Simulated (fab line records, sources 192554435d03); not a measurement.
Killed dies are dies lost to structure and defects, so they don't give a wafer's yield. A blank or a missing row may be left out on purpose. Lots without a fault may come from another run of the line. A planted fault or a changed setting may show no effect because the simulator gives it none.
Chamber matching | flow n5_finfet | N5_BEOL_M0_SAQP_MANDREL_ETCH_103 on rie_si-06: 4 sister chambers
The step etches a-Si in HBr/Cl2, stops on SiCN, target depth 45 nm, bt time 10 s, time 27 s. 4 wafers are shown with their chamber, then 10 later ones without.

WAFERS WITH THEIR CHAMBER
wafer  | chamber | throttle_valve_pct (%)
L083.5 | 2       | 35.1
L083.6 | 3       | 35.3
L085.3 | 0       | 34.9
L085.4 | 1       | 35.7

WAFERS WITHOUT THEIR CHAMBER
wafer  | throttle_valve_pct (%)
L085.5 | 35.3
L086.3 | 34.8
L086.4 | 35.3
L086.6 | 35.6
L089.1 | 35.1
L089.2 | 35.3
L089.3 | 34.8
L092.4 | 35.1
L092.5 | 35.7
L092.6 | 34.8

WHICH CHAMBER EACH WENT THROUGH
wafer  | from the rows above | in truth
L085.5 | 3                   | 3
L086.3 | 0                   | 0
L086.4 | 3                   | 3
L086.6 | 1                   | 1
L089.1 | 2                   | 2
L089.2 | 3                   | 3
L089.3 | 0                   | 0
L092.4 | 2                   | 2
L092.5 | 1                   | 1
L092.6 | 0                   | 0
Placed correctly: 10 of 10. Can't be placed from these rows: 0. Placed wrongly: 0.
How it was worked out, from the rows above alone: a wafer's distance from a chamber is the root of the sum, over the readings, of the square of ((its reading less the chamber's mean) divided by the reading's scatter). The wafer belongs to the nearest chamber; if the next one is less than 2 further off, it can't be placed. A chamber's mean is the mean of its shown wafers. The scatter: with one shown wafer a chamber, the root of the mean of the squares of how far each hidden wafer lies from its nearest shown one.
